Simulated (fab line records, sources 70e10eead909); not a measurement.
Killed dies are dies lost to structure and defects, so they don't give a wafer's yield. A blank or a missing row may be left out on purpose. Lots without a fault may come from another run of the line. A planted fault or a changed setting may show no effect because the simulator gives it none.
Chamber matching | flow nand_harc | NHARC_P_M0_PRE_CLEAN_31 on pecvd-01: 3 sister chambers
The step time 12 s. 6 wafers are shown with their chamber, then 7 later ones without.

WAFERS WITH THEIR CHAMBER
wafer  | chamber | heater_power_w (W)
L118.1 | 0       | 683
L118.6 | 2       | 753
L119.4 | 0       | 691
L119.5 | 2       | 687
L123.1 | 1       | 490
L123.4 | 1       | 500

WAFERS WITHOUT THEIR CHAMBER
wafer  | heater_power_w (W)
L123.6 | 664
L125.1 | 721
L125.3 | 562
L125.5 | 688
L130.3 | 501
L130.4 | 806
L130.6 | 506

WHICH CHAMBER EACH WENT THROUGH
wafer  | from the rows above     | in truth
L123.6 | can't be placed: 0 or 2 | 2
L125.1 | can't be placed: 2 or 0 | 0
L125.3 | 1                       | 1
L125.5 | can't be placed: 0 or 2 | 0
L130.3 | 1                       | 1
L130.4 | can't be placed: 2 or 0 | 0
L130.6 | 1                       | 1
Placed correctly: 3 of 7. Can't be placed from these rows: 4 (the true chamber is among the candidates in 4). Placed wrongly: 0.
How it was worked out, from the rows above alone: a wafer's distance from a chamber is the root of the sum, over the readings, of the square of ((its reading less the chamber's mean) divided by the reading's scatter). The wafer belongs to the nearest chamber; if the next one is less than 2 further off, it can't be placed. A chamber's mean is the mean of its shown wafers. The scatter: the root of (the sum of the squares of (reading less its chamber's mean) over the shown wafers, divided by (wafers less chambers)).
